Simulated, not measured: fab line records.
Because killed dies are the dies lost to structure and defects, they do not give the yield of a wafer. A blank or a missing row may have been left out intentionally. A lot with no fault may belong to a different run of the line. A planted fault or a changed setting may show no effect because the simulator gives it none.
Chamber matching ; flow n5_finfet ; N5_BEOL_M2_ETCH_69 on rie_diel-04 has 4 sister chambers
The step etches SiARC in CF4, target depth 15.6 nm, time 26 s. 4 wafers are shown with their chamber, then 8 later ones without.

== WAFERS PAIRED WITH THEIR CHAMBERS ==
wafer;chamber;showerhead_plenum_p_Torr (Torr)
L086.3;0;2.16
L089.1;2;2.16
L089.2;1;2.20
L093.1;3;2.05

== WAFERS WITH NO CHAMBER GIVEN ==
wafer;showerhead_plenum_p_Torr (Torr)
L093.5;2.15
L093.6;2.05
L095.2;2.20
L095.3;2.05
L095.4;2.15
L092.4;2.20
L092.5;2.15
L092.6;2.15

== THE CHAMBER EACH PASSED THROUGH ==
wafer;from the rows above;in truth
L093.5;can't be placed: 0 or 2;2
L093.6;3;3
L095.2;1;1
L095.3;3;3
L095.4;can't be placed: 0 or 2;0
L092.4;1;1
L092.5;can't be placed: 0 or 2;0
L092.6;can't be placed: 0 or 2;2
Correct placement for 4 of the 8. Not placeable from these rows: 4 (in 4, the candidates include the true chamber). 0 placed wrongly.
How it was worked out, from the rows above alone: a wafer's distance from a chamber is the root of the sum, over the readings, of the square of ((its reading less the chamber's mean) divided by the reading's scatter). If the next closest chamber is less than 2 further off than the closest, the wafer can't be placed; otherwise it belongs to the closest. Each chamber's mean is taken over the wafers shown for it. The scatter: root of mean squared gap, hidden wafer to nearest shown wafer, with one shown wafer a chamber.
